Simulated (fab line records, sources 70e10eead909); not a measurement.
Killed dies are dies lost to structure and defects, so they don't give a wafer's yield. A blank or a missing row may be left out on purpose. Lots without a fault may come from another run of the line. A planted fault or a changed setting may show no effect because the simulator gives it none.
Which tool did it? | flow nand_harc | 14 lots, 42 wafers sampled, at 1 step of a route of 1302

WHAT THE GAUGES READ, wafer by wafer
NHARC_A_CHANNEL_HOLE_D1_CD_MEAS_18.
lot  | measured     | on        | cd_nm (nm)
L602 | day 8 17:49  | cd_sem-02 | 102 100 102
L606 | day 10 03:25 | cd_sem-01 | 96 95 98
L605 | day 10 03:46 | cd_sem-01 | 100 105 104
L607 | day 10 20:53 | cd_sem-03 | 98 98 102
L608 | day 11 03:05 | cd_sem-01 | 97 96 101
L609 | day 11 14:02 | cd_sem-03 | 99 100 95
L610 | day 11 21:15 | cd_sem-03 | 106 106 98
L611 | day 12 02:58 | cd_sem-03 | 96 99 97
L614 | day 14 01:30 | cd_sem-01 | 96 103 102
L615 | day 14 17:56 | cd_sem-01 | 102 100 100
L622 | day 16 15:55 | cd_sem-01 | 98 97 98
L623 | day 17 10:35 | cd_sem-03 | 104 102 101
L624 | day 17 14:04 | cd_sem-03 | 92 98 101
L625 | day 17 22:36 | cd_sem-02 | 106 96 100

WHICH TOOL RAN EACH LOT (tool, then ch and the chambers of the sampled wafers, then the start)
The record holds no process step before these readings.

WHAT THE TOOLS THEMSELVES READ (means of the sampled wafers that have a number; where no wafer has one, the mark that the record gives instead)
The record holds no such reading with a usual standard deviation.

THE ANSWER, worked out from the rows above alone
Rule: what is usual is taken from the lots themselves. Put in order of their means at a reading, lots are off if they are a third of the lots or fewer, leave a main group of 4 or more, and stand apart from it by a gap of 3 or more times the standard deviation of the main group's means; of several such gaps the widest counts. A main group whose means are all the same, to the digits that the tables above print for the reading, isn't used. A lot without any number at a reading at which 4 lots or more have one is off too. The other lots that the step has rows for count as sound. The gauges are gone through in route order, then the tools' own readings, and for those a lot's mean is taken as printed above. The first step at which some lot is off is used, and at that step the reading that is off furthest; a lot without a number counts as furthest.
No lot is off at any reading shown: from this, nothing can be told.

WHAT THE SIMULATOR HAD PUT IN
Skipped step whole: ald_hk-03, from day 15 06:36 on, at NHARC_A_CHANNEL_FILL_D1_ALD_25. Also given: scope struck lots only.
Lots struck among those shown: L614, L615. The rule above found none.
